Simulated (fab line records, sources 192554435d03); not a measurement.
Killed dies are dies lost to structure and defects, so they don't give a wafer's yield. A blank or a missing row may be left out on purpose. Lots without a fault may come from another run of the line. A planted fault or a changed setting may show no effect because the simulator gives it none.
fab line records | flow n5_finfet
record lots=7 wafers=39
route steps=1938 shown BEOL_M7@1263 BEOL_M9@1446
start_h: hours from the record's first day to the start of the lot's first wafer shown | wait_h: hours since the lot's step before | " the same as in the row above | L1.1+2: a row that stands for several wafers | - no value, or no start given | * or withheld: withheld | < > ~ a bound
route shown NAME@n: a module of which the file shows steps, and the number in the route of the first | usual: mean/standard deviation of fault-free wafers | same: alike in all rows | chamber/n: place in a boat | sites: the reading at each site | _std_site: their standard deviation | _edge_site: outer sites' mean less inner sites' | radius_mm: how far each site lies from the wafer's centre | mask NAME#n: copy n | behind: the tool/chamber that last shaped the wafer | hold: why the lot was held/for how many hours/how that ended | device: the transistor (n, p or np) that didn't switch | end of line: the same wafers' tests at the end of the route | a step without rows: its recipe alone | killed: dies lost to structure and defects at the first sort, not the wafer's yield | map: a wafer's dies, x killed, . not, _ none there
set.NAME: the setting as run; set.NAME@STEP: as run at that earlier step | model.NAME: the simulator's own value behind a step, which no gauge read
lots whose settings were changed on purpose; a table a step, a row a wafer
## steps
# step N5_BEOL_M7_ILD_DEP_00
# recipe material=SiCOH_lowk target_thk_a=1797.5 temp_c=300 precursor=DEMS/porogen pressure_torr=5 rf_w=500 time_s=33.4
# columns lot.wafer tool chamber start_h wait_h set.target_thk_a model.SiCOH_lowk_of_BEOL_M7_ILD_DEP_00.thk_nm
L075.1 pecvd-02 1 187.48 0.0 1376 137.8
L075.2 " 2 " " 1376 138.8
L075.3 " 0 " " 1797.5 179.6
L075.4 " 1 " " 1376 142.2
L075.5 " 2 " " 1797.5 183
L075.6 " 0 " " 1797.5 182.4
L076.1 pecvd-03 0 197.27 0.0 1797.5 181
L076.2 " 1 " " 1797.5 180.6
L076.3 " 2 " " 888.4 88.8
L076.4 " 1 " " 888.4 92.8
L076.5 " 0 " " 1797.5 182.6
L076.6 " 2 " " 888.4 90.2
L078.1 pecvd-02 0 213.43 0.0 1797.5 177.6
L078.2 " 1 " " 1026 103.2
L078.3 " 1 " " 1797.5 180.2
L078.4 " 0 " " 1026 101
L078.5 " 0 " " 1797.5 181
L078.6 " 1 " " 1026 104
L088.1 pecvd-03 2 275.05 0.0 1797.5 179
L088.2 " 1 " " 1113 107.2
L088.3+4 " 0,2 " " 1797.5 178.4
L088.5 " 0 " " 1113 109.6
L088.6 " 1 " " 1113 111.6
L087.3 pecvd-04 2 277.40 0.0 1797.5 181.4
L087.4 " 1 " " 1797.5 181.8
L087.6 " 2 " " 1797.5 182.4
L090.1+5 pecvd-02 1,0 283.51 0.0 1797.5 180
L090.2 " 2 " " 1797.5 180.4
L090.3 " 0 " " 1797.5 179
L090.4 " 1 " " 1797.5 181.4
L090.6 " 2 " " 1797.5 182
L093.1 pecvd-04 0 308.58 0.0 859.9 87.8
L093.2 " 2 " " 1797.5 181
L093.3 " 1 " " 1797.5 178.4
L093.4 " 2 " " 1797.5 184.6
L093.5 " 1 " " 859.9 86.4
L093.6 " 0 " " 859.9 89.2
# step N5_BEOL_M7_CURE_74
# recipe temp_c=385 time_s=240 ambient=He/Ar material=SiCOH_lowk
# columns lot.wafer tool chamber start_h wait_h set.target_thk_a@BEOL_M7_ILD_DEP_00 model.SiCOH_lowk_of_BEOL_M7_ILD_DEP_00.thk_nm
L075.1 uv_cure-02 0 187.55 0.0 1376 118.6
L075.2 " 0 " " 1376 119.4
L075.3 " 0 " " 1797.5 154.8
L075.4 " 0 " " 1376 122.4
L075.5 " 0 " " 1797.5 157.8
L075.6 " 0 " " 1797.5 157.2
L076.1 uv_cure-01 0 197.33 0.0 1797.5 156.2
L076.2 " 0 " " 1797.5 155.8
L076.3 " 0 " " 888.4 76.2
L076.4 " 0 " " 888.4 79.6
L076.5 " 0 " " 1797.5 157.4
L076.6 " 0 " " 888.4 77.4
L078.1 uv_cure-02 2 213.52 0.1 1797.5 153
L078.2 " 2 " " 1026 88.6
L078.3 " 2 " " 1797.5 155.4
L078.4 " 2 " " 1026 86.6
L078.5 " 2 " " 1797.5 156
L078.6 " 2 " " 1026 89.4
L088.1 uv_cure-01 1 275.11 0.0 1797.5 154.2
L088.2 " 1 " " 1113 92
L088.3+4 " 1 " " 1797.5 153.8
L088.5 " 1 " " 1113 94
L088.6 " 1 " " 1113 95.8
L087.3 uv_cure-02 1 277.63 0.2 1797.5 156.4
L087.4 " 1 " " 1797.5 156.8
L087.6 " 1 " " 1797.5 157.2
L090.1+5 uv_cure-03 2 284.68 1.1 1797.5 155.2
L090.2 " 2 " " 1797.5 155.4
L090.3 " 2 " " 1797.5 154.4
L090.4 " 2 " " 1797.5 156.4
L090.6 " 2 " " 1797.5 156.8
L093.1 uv_cure-03 2 308.64 0.0 859.9 75.2
L093.2 " 2 " " 1797.5 156.2
L093.3 " 2 " " 1797.5 153.8
L093.4 " 2 " " 1797.5 159.2
L093.5 " 2 " " 859.9 74.2
L093.6 " 2 " " 859.9 76.6
# step N5_BEOL_M7_THK_MEAS_01
# recipe reads=SiCOH_lowk_of_BEOL_M7_ILD_DEP_00
# usual M7_ILD_THK=155.5/1.9
# columns lot.wafer tool chamber start_h wait_h set.target_thk_a@BEOL_M7_ILD_DEP_00 M7_ILD_THK[nm]
L075.1 film_metro-01 - 188.06 0.4 1376 118.6
L075.2 " - " " 1376 119.4
L075.3 " - " " 1797.5 154.9
L075.4 " - " " 1376 122.2
L075.5 " - " " 1797.5 157.7
L075.6 " - " " 1797.5 157.2
L076.1 film_metro-02 - 197.85 0.4 1797.5 156.1
L076.2 " - " " 1797.5 155.8
L076.3 " - " " 888.4 76.2
L076.4 " - " " 888.4 79.5
L076.5 " - " " 1797.5 157.3
L076.6 " - " " 888.4 77.4
L078.1 film_metro-02 - 214.03 0.4 1797.5 153.1
L078.2 " - " " 1026 88.6
L078.3 " - " " 1797.5 155.5
L078.4 " - " " 1026 86.6
L078.5 " - " " 1797.5 155.9
L078.6 " - " " 1026 89.2
L088.1 film_metro-02 - 275.63 0.4 1797.5 154.3
L088.2 " - " " 1113 92.1
L088.3 " - " " 1797.5 153.7
L088.4 " - " " 1797.5 153.8
L088.5 " - " " 1113 94.0
L088.6 " - " " 1113 95.9
L087.3 film_metro-02 - 277.98 0.3 1797.5 156.4
L087.4 " - " " 1797.5 156.9
L087.6 " - " " 1797.5 157.2
L090.1 film_metro-01 - 285.67 0.8 1797.5 155.1
L090.2 " - " " 1797.5 155.5
L090.3 " - " " 1797.5 154.2
L090.4 " - " " 1797.5 156.4
L090.5 " - " " 1797.5 155.2
L090.6 " - " " 1797.5 156.8
L093.1 film_metro-02 - 309.63 0.8 859.9 75.3
L093.2 " - " " 1797.5 156.1
L093.3 " - " " 1797.5 153.6
L093.4 " - " " 1797.5 159.3
L093.5 " - " " 859.9 74.2
L093.6 " - " " 859.9 76.5
# step N5_BEOL_M9_TRENCH_ETCH_37
# recipe chemistry=C4F6/O2 target_depth_a=1514.3 target=SiCOH_lowk time_s=49 ion_energy_ev=250 pressure_mtorr=30 source_w=345 bias_w=185 Ar_flow_sccm=300 C4F6_flow_sccm=10 O2_flow_sccm=10
# columns lot.wafer tool chamber start_h wait_h set.target_depth_a model.BEOL_M9.feature_depth_nm model.etch.depth_nm model.TiN_of_BEOL_M9_HM_DEP_02.thk_nm
L075.1 rie_diel-04 1 - - 2023 203.4 203.3 14.2
L075.2 " 3 " " 1514.3 152 152.1 15.8
L075.3 " 0 " " 1514.3 151.8 151.7 15.4
L075.4 " 2 " " 1514.3 149.6 149.6 16
L075.5 " 0 " " 2023 200.8 200.8 14.4
L075.6 " 1 " " 2023 205.4 205.4 14.4
L076.1 rie_diel-05 3 - - 1514.3 149.4 149.5 15.8
L076.2 " 1 " " 961.4 94.4 94.37 17.2
L076.3 " 2 " " 961.4 94.8 94.82 17.4
L076.4 " 0 " " 1514.3 150 149.9 16.2
L076.5 " 0 " " 961.4 95 95.01 17.4
L076.6 " 1 " " 1514.3 149 149.1 15.8
L078.1 rie_diel-04 1 - - 1514.3 152.4 152.4 15.8
L078.2 " 0 " " 1514.3 150.6 150.6 16
L078.3 " 3 " " 779.1 79.2 79.3 18.2
L078.4 " 2 " " 779.1 76.4 76.4 18.4
L078.5 " 0 " " 1514.3 150 150 16.4
L078.6 " 3 " " 779.1 78.6 78.6 18
L088.1 rie_diel-06 1 - - 702.1 70.6 70.6 18.4
L088.2 " 2 " " 1514.3 151.4 151.3 15.8
L088.3 " 3 " " 1514.3 147 146.9 16
L088.4 " 0 " " 1514.3 151.6 151.6 15.8
L088.5 " 3 " " 702.1 68 68.08 18.4
L088.6 " 0 " " 702.1 71 71.09 18
L087.3 rie_diel-06 3 - - 1514.3 149 149 15.8
L087.4 " 1 " " 1514.3 156.8 156.8 15.8
L087.6 " 3 " " 1514.3 149.6 149.5 15.6
L090.1 rie_diel-06 0 - - 1078 110.4 110.4 16.8
L090.2 " 2 " " 1078 110.4 110.3 17.2
L090.3 " 1 " " 1514.3 157.4 157.3 15.4
L090.4 " 3 " " 1078 107.4 107.4 16.8
L090.5 " 0 " " 1514.3 156 156.1 15.6
L090.6 " 3 " " 1514.3 150.6 150.6 16
L093.1 rie_diel-04 0 - - 720.4 71.2 71.1 17.8
L093.2 " 3 " " 720.4 71.2 71.27 18.2
L093.3 " 1 " " 1514.3 155 155 15.8
L093.4 " 3 " " 1514.3 150.6 150.7 15.6
L093.5 " 0 " " 720.4 71.2 71.26 18.2
L093.6 " 1 " " 1514.3 154.8 154.9 16
# step N5_BEOL_M9_ETCH_41
# recipe chemistry=CH3F/O2 target=SiCN target_depth_a=366 taper_deg=2 time_s=70.1 ion_energy_ev=120 mask_material=TiN pressure_mtorr=30 source_w=395 bias_w=75 Ar_flow_sccm=150 CH3F_flow_sccm=30 O2_flow_sccm=20
# step N5_BEOL_M9_STRIP_80
# recipe chemistry=N2/H2 time_s=10 power_w=450 temp_c=40 pressure_mtorr=20 rf_frequency_hz=6e+07 bias_power_w=7 n2_flow_sccm=200 h2_flow_sccm=200
# step N5_BEOL_M9_OCD_MEAS_38
# usual trench_depth_nm=150.7/2.5
# columns lot.wafer tool chamber start_h wait_h set.target_depth_a@BEOL_M9_TRENCH_ETCH_37 trench_depth_nm
L075.1 ocd-01 - 204.40 - 2023 203.2
L075.2 " - " " 1514.3 152.0
L075.3 " - " " 1514.3 151.5
L075.4 " - " " 1514.3 149.4
L075.5 " - " " 2023 200.9
L075.6 " - " " 2023 205.7
L076.1 ocd-02 - 216.12 - 1514.3 149.5
L076.2 " - " " 961.4 94.6
L076.3 " - " " 961.4 95.0
L076.4 " - " " 1514.3 149.8
L076.5 " - " " 961.4 95.2
L076.6 " - " " 1514.3 149.0
L078.1 ocd-02 - 235.58 - 1514.3 151.9
L078.2 " - " " 1514.3 150.6
L078.3 " - " " 779.1 79.7
L078.4 " - " " 779.1 76.3
L078.5 " - " " 1514.3 150.6
L078.6 " - " " 779.1 79.4
L088.1 ocd-01 - 295.02 - 702.1 70.8
L088.2 " - " " 1514.3 150.9
L088.3 " - " " 1514.3 146.5
L088.4 " - " " 1514.3 151.6
L088.5 " - " " 702.1 68.5
L088.6 " - " " 702.1 71.3
L087.3 ocd-02 - 297.69 - 1514.3 149.4
L087.4 " - " " 1514.3 157.1
L087.6 " - " " 1514.3 149.5
L090.1 ocd-01 - 305.64 - 1078 110.6
L090.2 " - " " 1078 110.6
L090.3 " - " " 1514.3 157.3
L090.4 " - " " 1078 107.4
L090.5 " - " " 1514.3 156.3
L090.6 " - " " 1514.3 150.2
L093.1 ocd-01 - 330.50 - 720.4 71.3
L093.2 " - " " 720.4 71.0
L093.3 " - " " 1514.3 154.9
L093.4 " - " " 1514.3 150.6
L093.5 " - " " 720.4 71.2
L093.6 " - " " 1514.3 154.5
# step N5_BEOL_M9_HM_STRIP_39
# recipe chemistry=peroxide_tin_strip material=TiN target_depth_a=250 temp_c=50 time_s=158
# step N5_BEOL_M9_SRD_40
# recipe time_s=30 temp_c=23 rinse_liquid=diw dry=ipa_marangoni
# step N5_BEOL_M9_ECD_50
# recipe material=Cu target_thk_a=3180
# step N5_BEOL_M9_ANNEAL_51
# recipe temp_c=225 time_s=90 ambient=N2
# step N5_BEOL_M9_CMP_52
# recipe stop_on=SiCOH_lowk t_overpolish_s=7 down_force_psi=1 platen_rpm=50 clearing_platen_down_force_psi=1.5 clearing_platen_rpm=50 post_cmp_clean=cu_alkaline target_thk_nm=140 clearing_platen_pad_velocity_m_s=0.99484 pad_velocity_m_s=0.99484
# columns lot.wafer tool chamber start_h wait_h set.target_depth_a@BEOL_M9_TRENCH_ETCH_37 model.Cu_of_BEOL_M9_ECD_50.thk_nm
L075.4 cmp-01 1 208.18 0.1 1514.3 139.4
L075.1 " 2 " " 2023 191.2
L075.3 " 3 " " 1514.3 140.8
L075.2 " 0 " " 1514.3 142.4
L075.6 " 1 " " 2023 195.8
L075.5 " 2 " " 2023 188.8
L076.1 cmp-03 1 219.67 0.3 1514.3 137
L076.3+5 " 2 " " 961.4 83.2
L076.2 " 3 " " 961.4 85.2
L076.4 " 0 " " 1514.3 138.8
L076.6 " 1 " " 1514.3 136.2
L078.1 cmp-01 3 240.90 0.3 1514.3 140.6
L078.4 " 0 " " 779.1 65
L078.3 " 1 " " 779.1 66.8
L078.2 " 2 " " 1514.3 137.8
L078.5 " 3 " " 1514.3 138.4
L078.6 " 0 " " 779.1 68.2
L088.2 cmp-03 1 297.64 0.2 1514.3 140.2
L088.1 " 2 " " 702.1 59.2
L088.4 " 3 " " 1514.3 141.8
L088.3 " 0 " " 1514.3 136.8
L088.5 " 1 " " 702.1 56
L088.6 " 2 " " 702.1 59.6
L087.3 cmp-03 1 301.80 0.2 1514.3 135.8
L087.4 " 2 " " 1514.3 144.8
L087.6 " 1 " " 1514.3 137
L090.2 cmp-03 0 308.31 0.2 1078 98.4
L090.4 " 1 " " 1078 94.6
L090.3 " 2 " " 1514.3 146.6
L090.1 " 3 " " 1078 100.4
L090.6 " 0 " " 1514.3 139.4
L090.5 " 1 " " 1514.3 143.8
L093.4 cmp-03 3 334.88 0.2 1514.3 140.2
L093.2+1 " 0,1 " " 720.4 60.4
L093.3 " 2 " " 1514.3 143.8
L093.6 " 3 " " 1514.3 145.6
L093.5 " 0 " " 720.4 61
# step N5_BEOL_M9_THK_MEAS_53
# recipe thk_meas_gauge=xrf reads=Cu_of_BEOL_M9_ECD_50
# usual M9_THK=139.9/2.9
# columns lot.wafer tool chamber start_h wait_h set.target_depth_a@BEOL_M9_TRENCH_ETCH_37 M9_THK[nm]
L075.1 film_metro-01 - 208.47 - 2023 189.0
L075.2 " - " " 1514.3 140.5
L075.3 " - " " 1514.3 139.6
L075.4 " - " " 1514.3 137.1
L075.5 " - " " 2023 187.3
L075.6 " - " " 2023 194.3
L076.1 film_metro-01 - 219.96 - 1514.3 138.8
L076.2 " - " " 961.4 85.8
L076.3 " - " " 961.4 84.0
L076.4 " - " " 1514.3 140.5
L076.5 " - " " 961.4 84.2
L076.6 " - " " 1514.3 137.8
L078.1 film_metro-01 - 241.20 - 1514.3 139.6
L078.2 " - " " 1514.3 136.9
L078.3 " - " " 779.1 66.7
L078.4 " - " " 779.1 64.9
L078.5 " - " " 1514.3 138.0
L078.6 " - " " 779.1 68.1
L088.1 film_metro-01 - 297.94 - 702.1 59.9
L088.2 " - " " 1514.3 141.9
L088.3 " - " " 1514.3 138.5
L088.4 " - " " 1514.3 144.7
L088.5 " - " " 702.1 56.9
L088.6 " - " " 702.1 60.5
L087.3 film_metro-01 - 302.05 - 1514.3 135.3
L087.4 " - " " 1514.3 145.3
L087.6 " - " " 1514.3 137.8
L090.1 film_metro-01 - 308.60 - 1078 100.0
L090.2 " - " " 1078 98.5
L090.3 " - " " 1514.3 146.3
L090.4 " - " " 1078 94.8
L090.5 " - " " 1514.3 144.4
L090.6 " - " " 1514.3 139.3
L093.1 film_metro-02 - 335.17 - 720.4 61.6
L093.2 " - " " 720.4 61.5
L093.3 " - " " 1514.3 145.9
L093.4 " - " " 1514.3 142.2
L093.5 " - " " 720.4 62.1
L093.6 " - " " 1514.3 148.5
# step N5_BEOL_M9_PRE_CLEAN_55
# recipe gas=NH3 time_s=15 temp_c=withheld rf_power_w=300
# step N5_BEOL_M9_DEP_56
# recipe material=SiCN target_thk_a=150 temp_c=withheld precursor=3MS/NH3 pressure_torr=3 rf_w=202 time_s=26.5
# step N5_BEOL_M9_RS_MEAS_57
# recipe thk_meas_gauge=four-point-probe reads=Cu_of_BEOL_M9_ECD_50+Co_of_BEOL_M9_CVD_78+TaN_of_BEOL_M9_ALD_74
# usual M9_RS=0.152/0.0034
# columns lot.wafer tool chamber start_h wait_h set.target_depth_a@BEOL_M9_TRENCH_ETCH_37 M9_RS[ohm/sq]
L075.1 film_metro-02 - 208.61 0.1 2023 0.108
L075.2 " - " " 1514.3 0.148
L075.3 " - " " 1514.3 0.150
L075.4 " - " " 1514.3 0.151
L075.5 " - " " 2023 0.109
L075.6 " - " " 2023 0.105
L076.1 film_metro-02 - 220.11 0.1 1514.3 0.154
L076.2 " - " " 961.4 0.265
L076.3 " - " " 961.4 0.273
L076.4 " - " " 1514.3 0.152
L076.5 " - " " 961.4 0.272
L076.6 " - " " 1514.3 0.156
L078.1 film_metro-02 - 241.33 0.1 1514.3 0.150
L078.2 " - " " 1514.3 0.154
L078.3 " - " " 779.1 0.353
L078.4 " - " " 779.1 0.365
L078.5 " - " " 1514.3 0.153
L078.6 " - " " 779.1 0.345
L088.1 film_metro-02 - 298.08 0.1 702.1 0.408
L088.2 " - " " 1514.3 0.151
L088.3 " - " " 1514.3 0.155
L088.4 " - " " 1514.3 0.148
L088.5 " - " " 702.1 0.440
L088.6 " - " " 702.1 0.405
L087.3 film_metro-02 - 302.19 0.1 1514.3 0.156
L087.4 " - " " 1514.3 0.145
L087.6 " - " " 1514.3 0.155
L090.1 film_metro-02 - 308.74 0.1 1078 0.219
L090.2 " - " " 1078 0.224
L090.3 " - " " 1514.3 0.143
L090.4 " - " " 1078 0.235
L090.5 " - " " 1514.3 0.147
L090.6 " - " " 1514.3 0.152
L093.1 film_metro-02 - 335.31 0.1 720.4 0.399
L093.2 " - " " 720.4 0.400
L093.3 " - " " 1514.3 0.147
L093.4 " - " " 1514.3 0.151
L093.5 " - " " 720.4 0.395
L093.6 " - " " 1514.3 0.144
## key
split step=N5_BEOL_M7_ILD_DEP_00 setting=target_thk_a stated=1797.5 by=wafer
response step=N5_BEOL_M7_ILD_DEP_00 reading=model.SiCOH_lowk_of_BEOL_M7_ILD_DEP_00.thk_nm change=+1.8 per=1% r=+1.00
response step=N5_BEOL_M7_CURE_74 reading=model.SiCOH_lowk_of_BEOL_M7_ILD_DEP_00.thk_nm change=+1.56 per=1% r=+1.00
response step=N5_BEOL_M7_THK_MEAS_01 reading=M7_ILD_THK change=+1.56 per=1% r=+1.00
split step=N5_BEOL_M9_TRENCH_ETCH_37 setting=target_depth_a stated=1514.3 by=wafer
response step=N5_BEOL_M9_TRENCH_ETCH_37 reading=model.BEOL_M9.feature_depth_nm change=+1.53 per=1% r=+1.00
response step=N5_BEOL_M9_TRENCH_ETCH_37 reading=model.etch.depth_nm change=+1.53 per=1% r=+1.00
response step=N5_BEOL_M9_TRENCH_ETCH_37 reading=model.TiN_of_BEOL_M9_HM_DEP_02.thk_nm change=-0.0431 per=1% r=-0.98
response step=N5_BEOL_M9_OCD_MEAS_38 reading=trench_depth_nm change=+1.52 per=1% r=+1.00
response step=N5_BEOL_M9_CMP_52 reading=model.Cu_of_BEOL_M9_ECD_50.thk_nm change=+1.52 per=1% r=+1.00
response step=N5_BEOL_M9_THK_MEAS_53 reading=M9_THK change=+1.54 per=1% r=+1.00
response step=N5_BEOL_M9_RS_MEAS_57 reading=M9_RS change=-0.00401 per=1% r=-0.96
